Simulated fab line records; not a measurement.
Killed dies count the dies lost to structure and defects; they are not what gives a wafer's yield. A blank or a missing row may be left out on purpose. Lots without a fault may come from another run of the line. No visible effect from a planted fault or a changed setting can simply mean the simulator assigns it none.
fab line records | flow n5_finfet
record: lots: 15 wafers: 43 last_day: 18
route steps=1938 shown BEOL_M0@721 BEOL_M4@1111
lots untouched by any fault: they come from a run of this same line in which no faults occurred
start_h: hours from the record's opening day to when the first of the lot's shown wafers began | wait_h: how many hours have passed since the lot's step before this one | " same as the row above | L1.1+2: a row that stands for several wafers | - no value, or no start given | * or withheld: withheld | < > ~ a bound
route shown NAME@n: names a module that has steps shown in the file, with the first one's number in the route | usual: average and standard deviation across the fault-free wafers | same: alike in all rows | chamber/n: place in a boat | sites: readings site by site | _std_site: the standard deviation of these | _edge_site: the outer-site mean with the inner-site mean subtracted | radius_mm: how far each site lies from the wafer's centre | mask NAME#n: copy n | behind: the tool/chamber that last shaped the wafer | hold: the reason the lot was held/the length of the hold in hours/how it ended | device: transistor that didn't switch, given as n, p or np | end of line: at the end of the route, the tests of the same wafers | a step with no rows: only its recipe | killed: dies lost to structure and defects at the first sort, not the wafer's yield | map: a wafer's dies, marking killed ones x, the rest . and places with no die _
set.NAME: the run value of the setting; set.NAME@STEP: its run value at that earlier step | model.NAME: the simulator's own value behind a step, which no gauge read
one table for each step of the route and one row for each wafer, over a sample of lots
services: when a tool's chamber went out of use (start_h, in hours from the record's first day, below 0 if earlier), for how many hours, and the reason
== steps ==
step: N5_BEOL_M0_TRENCH_ETCH_107
recipe: chemistry: C4F6/O2 target_depth_a: 328 target: SiOC time_s: 16.4 ion_energy_ev: 250 pressure_mtorr: 30 source_w: 355 bias_w: 185 Ar_flow_sccm: 300 C4F6_flow_sccm: 10 O2_flow_sccm: 10
usual: drypump_motor_current_A: 5.9/0.42 oes_product_au: 0.78/0.081 rf_fwd_power_W: 348.5/2.2 rf_vpp_V: 663/13 showerhead_plenum_p_Torr: 2.87/0.099 throttle_valve_pct: 20.80/0.24
columns lot.wafer tool chamber start_h wait_h drypump_motor_current_A oes_product_au rf_fwd_power_W rf_hours_counter_h rf_vpp_V showerhead_plenum_p_Torr throttle_valve_pct
L626.2 rie_diel-04 3 124.15 0.0 5.8 0.69 348.3 226 643 2.71 20.59
L626.3 " 2 " " 6.0 0.87 348.3 52 655 2.99 20.75
L626.6 " 1 " " 5.9 0.69 351.9 - 671 2.93 21.02
L627.1 rie_diel-02 2 137.19 0.0 5.9 0.71 349.4 224 666 2.85 21.07
L627.3 " 3 " " 6.8 0.67 347.9 219 687 2.81 21.33
L627.6 " 2 " " 5.8 0.71 348.2 - 664 2.85 21.06
L629.2 rie_diel-04 2 142.36 0.0 6.0 0.85 349.8 59 655 2.99 20.75
L629.3 " 3 " " 5.8 0.69 348.9 232 645 2.71 20.62
L629.5 " 0 " " 5.9 0.90 347.3 - 665 2.97 20.76
L628.2 rie_diel-02 2 148.07 0.0 5.8 0.71 350.6 230 665 2.85 21.05
L628.6 " 0 " " 5.8 0.72 352.0 - 656 2.69 20.50
L630.1 rie_diel-06 2 148.37 0.0 4.9 0.73 346.3 198 645 2.83 20.83
L630.5 " 0 " " 6.4 0.75 346.5 - 667 2.87 20.69
L630.6 " 2 " " 4.9 0.74 346.8 - 644 2.83 20.85
L631.1 rie_diel-06 2 151.36 0.0 4.9 0.73 348.0 199 644 2.82 20.84
L631.3 " 1 " " 5.8 0.81 346.6 73 661 2.77 20.63
L631.5 " 0 " " 6.4 0.76 348.9 - 668 2.87 20.66
L632.1 rie_diel-02 3 155.66 0.0 6.8 0.68 348.1 228 688 2.81 21.37
L632.2 " 0 " " 5.8 0.72 351.7 174 656 2.69 20.51
L632.4 " 2 " " 5.8 0.70 349.2 - 665 2.84 21.07
L633.2 rie_diel-04 1 161.19 0.0 5.8 0.69 351.4 247 671 2.92 21.02
L633.3 " 0 " " 5.9 0.89 347.6 30 664 2.97 20.76
L633.4 " 2 " " 6.0 0.84 350.0 68 657 2.98 20.75
L634.1 rie_diel-02 0 173.12 0.0 5.8 0.73 351.1 175 657 2.69 20.50
L634.5 " 2 " " 5.9 0.71 349.4 - 666 2.84 21.06
L634.6 " 0 " " 5.8 0.72 351.9 - 657 2.69 20.53
L636.1 rie_diel-04 0 187.33 0.0 5.9 0.86 346.6 45 662 2.96 20.80
L636.3 " 3 " " 5.9 0.67 346.9 254 644 2.70 20.65
L636.5 " 3 " " 5.8 0.68 346.8 - 643 2.70 20.63
L637.1 rie_diel-06 3 193.66 0.0 6.4 0.77 350.3 138 686 2.95 20.69
L637.3 " 0 " " 6.4 0.74 346.3 141 669 2.86 20.69
L637.6 " 1 " " 5.8 0.79 345.5 - 660 2.76 20.67
L638.2 rie_diel-04 0 196.61 0.0 5.9 0.85 346.9 49 662 2.96 20.80
L638.5 " 0 " " 5.9 0.85 347.9 - 664 2.96 20.80
L638.6 " 2 " " 6.0 0.82 350.0 - 654 2.98 20.80
L639.1 rie_diel-06 2 203.57 0.0 4.9 0.71 345.3 223 646 2.81 20.87
L639.4 " 3 " " 6.4 0.77 349.3 141 685 2.95 20.70
L639.5 " 3 " " 6.4 0.78 350.2 - 684 2.95 20.71
L641.4 rie_diel-06 1 215.97 0.0 5.7 0.79 345.9 104 662 2.76 20.68
L641.6 " 1 " " 5.7 0.79 346.5 - 661 2.76 20.68
L648.2 rie_diel-04 2 254.65 0.0 6.0 0.80 348.7 105 654 2.97 20.81
L648.3 " 0 " " 5.9 0.83 345.6 66 663 2.95 20.83
L648.6 " 2 " " 6.0 0.80 348.7 - 655 2.97 20.80
step: N5_BEOL_M0_ALD_136
recipe: material: TaN target_thk_a: * temp_c: 275 ald_precursor_family: PDMAT ald_co_reactant: NH3 pressure_torr: 3 carrier_flow_sccm: 1500 pulse_time_s: 2 purge_time_s: 3 co_reactant_purge_time_s: 2 co_reactant_pulse_time_s: 3 ald_cycles: 30 precursor_vessel_temp_c: 75 precursor_vessel_pressure_torr: 26.25 precursor_vessel_carrier_sccm: 1000
usual: heater_power_w: 417/57
same: co_reactant_pulse_time_s: 3 pulse_time_s: 2
columns lot.wafer tool chamber start_h wait_h heater_power_w since_wet_clean_h
L626.2 ald_metal-01 2 126.12 0.1 327 4404
L626.3 " 1 " " 425 4404
L626.6 " 0 " " 526 -
L627.1 ald_metal-04 0 138.15 0.0 452 5955
L627.3 " 2 " " 432 5955
L627.6 " 0 " " 456 -
L629.2 ald_metal-03 1 143.36 0.1 372 1345
L629.3 " 2 " " 392 1345
L629.5 " 1 " " 371 -
L628.2 ald_metal-03 0 149.27 0.3 468 1351
L628.6 " 3 " " 423 -
L630.1 ald_metal-01 1 149.42 0.1 432 4428
L630.5 " 3 " " 355 -
L630.6 " 0 " " 517 -
L631.1 ald_metal-03 3 154.19 0.0 418 1355
L631.3 " 2 " " 377 1355
L631.5 " 3 " " 419 -
L632.1 ald_metal-01 2 158.99 0.1 334 4437
L632.2 " 3 " " 369 4437
L632.4 " 0 " " 521 4437
L633.2 ald_metal-03 1 164.80 0.2 362 1366
L633.3 " 0 " " 471 1366
L633.4 " 2 " " 387 1366
L634.1 ald_metal-01 0 174.65 0.0 531 4453
L634.5 " 0 " " 535 -
L634.6 " 3 " " 354 -
L636.1 ald_metal-03 2 188.75 0.3 370 1390
L636.3 " 0 " " 470 1390
L636.5 " 0 " " 480 -
L637.1 ald_metal-01 2 194.23 0.0 330 4473
L637.3 " 1 " " 426 4473
L637.6 " 3 " " 370 -
L638.2 ald_metal-01 1 197.76 0.3 432 4476
L638.5 " 0 " " 528 -
L638.6 " 3 " " 363 -
L639.1 ald_metal-04 2 204.28 0.0 432 6021
L639.4 " 0 " " 457 6021
L639.5 " 2 " " 435 -
L641.4 ald_metal-01 1 217.13 0.2 430 4495
L641.6 " 1 " " 437 -
L648.2 ald_metal-04 1 255.71 0.1 362 6073
L648.3 " 0 " " 465 6073
L648.6 " 3 " " 469 -
step: N5_BEOL_M0_CVD_115
recipe: material: Co target_thk_a: * temp_c: withheld precursor: CCTBA/H2 pressure_torr: 30 time_s: 120
usual: run_length_s: 142.8/0.55
columns lot.wafer tool chamber start_h wait_h run_length_s since_wet_clean_h
L626.2 cvd_co-02 1 126.70 0.3 142.5 1105
L626.3 " 0 " " 142.3 668
L626.6 " 1 " " 142.9 -
L627.1 cvd_co-01 0 139.24 0.3 142.7 899
L627.3 " 1 " " 144.1 3
L627.6 " 2 " " 143.2 -
L629.2 cvd_co-01 1 143.65 0.0 143.5 7
L629.3 " 0 " " 142.8 904
L629.5 " 0 " " 142.5 -
L628.2 cvd_co-01 1 149.76 0.0 143.5 13
L628.6 " 2 " " 142.9 -
L630.1 cvd_co-02 1 149.81 0.0 142.3 1128
L630.5 " 1 " " 142.4 -
L630.6 " 0 " " 142.5 -
L631.1 cvd_co-02 1 154.84 0.2 142.4 1134
L631.3 " 2 " " 142.8 236
L631.5 " 0 " " 142.0 -
L632.1 cvd_co-02 1 159.34 0.1 143.2 1138
L632.2 " 0 " " 141.9 701
L632.4 " 2 " " 142.7 -
L633.2 cvd_co-02 1 165.36 0.2 142.6 1144
L633.3 " 1 " " 142.9 -
L633.4 " 0 " " 142.2 -
L634.1 cvd_co-01 0 175.01 0.1 143.0 935
L634.5 " 2 " " 142.5 -
L634.6 " 1 " " 144.1 -
L636.1 cvd_co-02 0 189.05 0.0 142.3 730
L636.3 " 2 " " 142.3 270
L636.5 " 2 " " 142.8 -
L637.1 cvd_co-01 1 196.11 0.0 144.0 59
L637.3 " 2 " " 142.6 497
L637.6 " 1 " " 144.0 -
L638.2 cvd_co-02 2 199.14 0.1 142.9 280
L638.5 " 0 " " 142.0 -
L638.6 " 1 " " 70.6 -
L639.1 cvd_co-02 1 206.45 0.3 143.0 1185
L639.4 " 2 " " 70.9 -
L639.5 " 1 " " 143.0 -
L641.4 cvd_co-02 2 217.72 0.3 71.0 -
L641.6 " 1 " " 71.1 -
L648.2 cvd_co-01 2 256.22 0.3 142.7 557
L648.3 " 1 " " 144.1 120
L648.6 " 1 " " 143.9 -
step: N5_BEOL_M0_SPUTTER_116
recipe: material: Cu target_thk_a: 40 temp_c: -20 chamber_pressure_pa: 0.07 power_w: withheld time_s: 7.37
usual: throttle_valve_pct: 29.8/1
columns lot.wafer tool chamber start_h wait_h throttle_valve_pct
L626.2 pvd_sputter-02 - 127.23 0.5 30.0
L626.3 " - " " 30.7
L626.6 " - " " 30.5
L627.1 pvd_sputter-01 - 139.43 0.1 30.5
L627.3 " - " " 29.2
L627.6 " - " " 30.0
L629.2 pvd_sputter-03 - 143.75 0.1 29.8
L629.3 " - " " 30.8
L629.5 " - " " 30.1
L628.2 pvd_sputter-02 - 150.10 0.3 30.1
L628.6 " - " " 30.4
L630.1 pvd_sputter-02 - 150.54 0.7 30.0
L630.5 " - " " 30.1
L630.6 " - " " 28.7
L631.1 pvd_sputter-02 - 154.97 0.1 28.8
L631.3 " - " " 27.7
L631.5 " - " " 27.6
L632.1 pvd_sputter-01 - 159.59 0.2 30.2
L632.2 " - " " 29.7
L632.4 " - " " 29.1
L633.2 pvd_sputter-03 - 165.54 0.1 30.6
L633.3 " - " " 30.9
L633.4 " - " " 29.7
L634.1 pvd_sputter-03 - 175.13 0.1 30.6
L634.5 " - " " 30.1
L634.6 " - " " 31.1
L636.1 pvd_sputter-02 - 189.17 0.1 30.6
L636.3 " - " " 28.6
L636.5 " - " " 28.7
L637.1 pvd_sputter-01 - 196.23 0.1 29.8
L637.3 " - " " 30.0
L637.6 " - " " 30.2
L638.2 pvd_sputter-02 - 199.27 0.1 27.6
L638.5 " - " " 28.7
L638.6 " - " " 27.6
L639.1 pvd_sputter-01 - 206.60 0.1 30.2
L639.4 " - " " 30.0
L639.5 " - " " 30.8
L641.4 pvd_sputter-03 - 219.20 1.4 29.8
L641.6 " - " " 30.8
L648.2 pvd_sputter-03 - 257.55 1.3 30.1
L648.3 " - " " 31.0
L648.6 " - " " 29.7
step: N5_BEOL_M4_RC_MEAS_101
usual: DIBL_N: 37.2/2.5 DIBL_P: 38/3 IOFF_N: 0.17/0.044 IOFF_P: 0.24/0.059 ION_N: 667/13 ION_P: 461/7.9 SS_N: 71.8/0.86 SS_P: 73.6/0.92 VT_N: 250/4.1 VT_P: -249/3.9
columns lot.wafer tool chamber start_h wait_h DIBL_N[mV/V] DIBL_P[mV/V] IOFF_N[nA/um] IOFF_P[nA/um] ION_N[uA/um] ION_P[uA/um] SS_N[mV/dec] SS_P[mV/dec] VT_N[mV] VT_P[mV]
L626.2 prober-01 0 178.96 0.2 36.9 38 0.17 0.23 685 466 72.0 73.9 250 -247
L626.3 " 0 " " 36.7 37 0.15 0.21 656 460 71.8 72.6 252 -253
L626.6 " 0 " " 39.7 41 0.22 0.31 682 468 73.0 74.0 245 -243
L627.1 prober-01 0 203.19 0.0 36.7 39 0.18 0.24 673 467 71.5 73.7 248 -250
L627.3 " 0 " " 39.3 41 0.23 0.29 680 466 72.2 74.8 244 -248
L627.6 " 0 " " 37.2 39 0.17 0.25 668 456 72.2 74.6 247 -250
L629.2 prober-02 0 203.60 0.2 34.7 33 0.10 0.17 654 462 71.3 72.4 255 -251
L629.3 " 0 " " 39.1 39 0.18 0.26 679 463 71.7 73.6 247 -244
L629.5 " 0 " " 39.5 41 0.21 0.29 683 467 72.2 74.7 244 -244
L632.1 prober-02 0 207.55 0.0 37.6 37 0.18 0.23 676 461 71.5 73.5 248 -251
L632.2 " 0 " " 36.2 36 0.15 0.22 660 458 71.5 73.6 253 -250
L632.4 " 0 " " 38.3 38 0.20 0.26 675 473 71.7 73.7 246 -249
L628.2 prober-01 0 211.06 0.2 35.1 35 0.12 0.19 652 454 72.0 72.7 254 -250
L628.6 " 0 " " 40.2 42 0.23 0.34 677 461 73.0 75.4 245 -245
L630.1 prober-01 0 212.72 0.0 38.4 38 0.17 0.24 684 465 71.6 74.1 251 -251
L630.5 " 0 " " 37.4 38 0.16 0.23 667 460 72.3 73.9 254 -250
L630.6 " 0 " " 39.7 40 0.20 0.29 682 475 72.5 74.6 248 -246
L631.1 prober-01 0 214.05 0.0 30.9 31 0.08 0.13 630 442 70.1 71.6 263 -256
L631.3 " 0 " " 34.6 35 0.12 0.18 668 462 70.9 72.9 254 -254
L631.5 " 0 " " 34.8 35 0.13 0.18 656 452 70.5 73.3 252 -253
L633.2 prober-02 0 216.51 0.2 38.5 38 0.18 0.27 677 480 71.3 73.6 249 -244
L633.3 " 0 " " 37.5 37 0.15 0.23 658 460 71.7 73.5 252 -247
L633.4 " 0 " " 37.5 36 0.16 0.22 670 459 71.0 73.3 247 -246
L634.1 prober-02 0 222.51 0.0 38.5 41 0.19 0.27 672 464 72.4 74.5 252 -248
L634.5 " 0 " " 37.0 38 0.17 0.23 666 463 71.6 73.1 249 -248
L634.6 " 0 " " 39.3 41 0.20 0.28 677 466 72.4 74.2 250 -246
L636.1 prober-02 0 242.56 0.0 38.9 40 0.21 0.27 679 464 72.4 74.0 248 -246
L636.3 " 0 " " 36.1 38 0.15 0.23 646 446 71.6 74.0 252 -253
L636.5 " 0 " " 36.7 39 0.16 0.23 671 465 71.4 73.3 250 -249
L637.1 prober-01 0 253.24 0.0 43.1 43 0.26 0.44 691 484 73.7 75.0 245 -238
L637.3 " 0 " " 33.8 32 0.10 0.21 654 476 71.2 71.1 260 -247
L637.6 " 0 " " 40.1 40 0.21 0.39 676 478 72.3 74.7 246 -237
L638.2 prober-02 0 253.90 0.2 34.6 37 0.16 0.22 666 461 71.6 72.7 248 -247
L638.5 " 0 " " 36.5 40 0.19 0.27 681 469 71.9 73.8 246 -246
L638.6 " 0 " " 36.0 38 0.18 0.22 671 461 71.8 74.0 247 -251
L639.1 prober-02 0 269.10 0.0 39.0 39 0.19 0.23 678 460 72.2 73.8 248 -249
L639.4 " 0 " " 34.9 36 0.12 0.18 659 457 71.4 72.9 252 -252
L639.5 " 0 " " 36.5 38 0.15 0.21 672 455 71.8 73.5 250 -252
L641.4 prober-01 0 277.00 0.5 36.6 37 0.15 0.25 659 464 70.8 73.8 248 -248
L641.6 " 0 " " 36.0 36 0.15 0.22 669 462 71.0 73.1 250 -252
L648.2 prober-02 0 314.24 0.2 32.1 33 0.11 0.15 655 449 70.3 71.7 254 -254
L648.3 " 0 " " 32.5 32 0.11 0.15 664 453 70.4 72.1 255 -256
L648.6 " 0 " " 34.2 36 0.14 0.19 672 465 70.5 72.6 252 -251
== services ==
columns tool chamber start_h hours kind
pvd_sputter-03 - 114.05 5.8 repair
rie_diel-02 3 114.24 1.8 repair
rie_diel-04 - 137.64 1.0 repair
pvd_sputter-02 - 138.18 3.5 repair
rie_diel-02 - 158.13 14.6 pm
cvd_co-02 2 163.16 7.5 repair
rie_diel-04 1 166.78 - clean
rie_diel-04 1 166.78 - consumable_replace:focus_ring
rie_diel-04 1 166.78 21.4 scheduled_down
rie_diel-04 1 166.78 21.4 vent_cycle
ald_metal-04 1 172.37 5.6 repair
ald_metal-03 - 183.05 2.8 pm
cvd_co-01 0 188.27 2.6 repair
rie_diel-04 3 188.31 - clean
rie_diel-04 3 188.31 - consumable_replace:focus_ring
rie_diel-04 3 188.31 - consumable_replace:showerhead
rie_diel-04 3 188.31 15.4 scheduled_down
rie_diel-04 3 188.31 15.4 vent_cycle
rie_diel-06 2 189.17 6.4 repair
rie_diel-06 - 195.09 0.2 repair
ald_metal-03 3 216.40 2.1 repair
cvd_co-01 - 218.10 0.7 repair
ald_metal-04 - 221.33 2.8 pm
cvd_co-01 - 244.77 0.8 repair
== key ==
first_sign: step: N5_BEOL_M0_CVD_115 reading: run_length_s direction: down sigmas: 99+ usual: * struck: *
effect none on later readings
met_at N5_BEOL_M0_CVD_115
struck_lots L638,L639,L641
struck_wafers L638.6,L639.4,L641.4,L641.6
sort_left_out L638.6,L639.4,L641.4,L641.6
not_acting_at N5_BEOL_M0_TRENCH_ETCH_107,N5_BEOL_M0_ALD_136,N5_BEOL_M0_SPUTTER_116
onset_between 189.05 199.14
fault: kind: process_parameter_drift tool: cvd_co-02 chamber: - onset_h: 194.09 steps: N5_BEOL_M0_CVD_115 channel: time_s offset: * shape: step end_h: 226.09 scope: struck_wafers_only acts_in: * stated: *
sort_left_out: the simulated sort isn't trusted on such a fault, so these wafers' sort isn't shown, and their yield isn't known
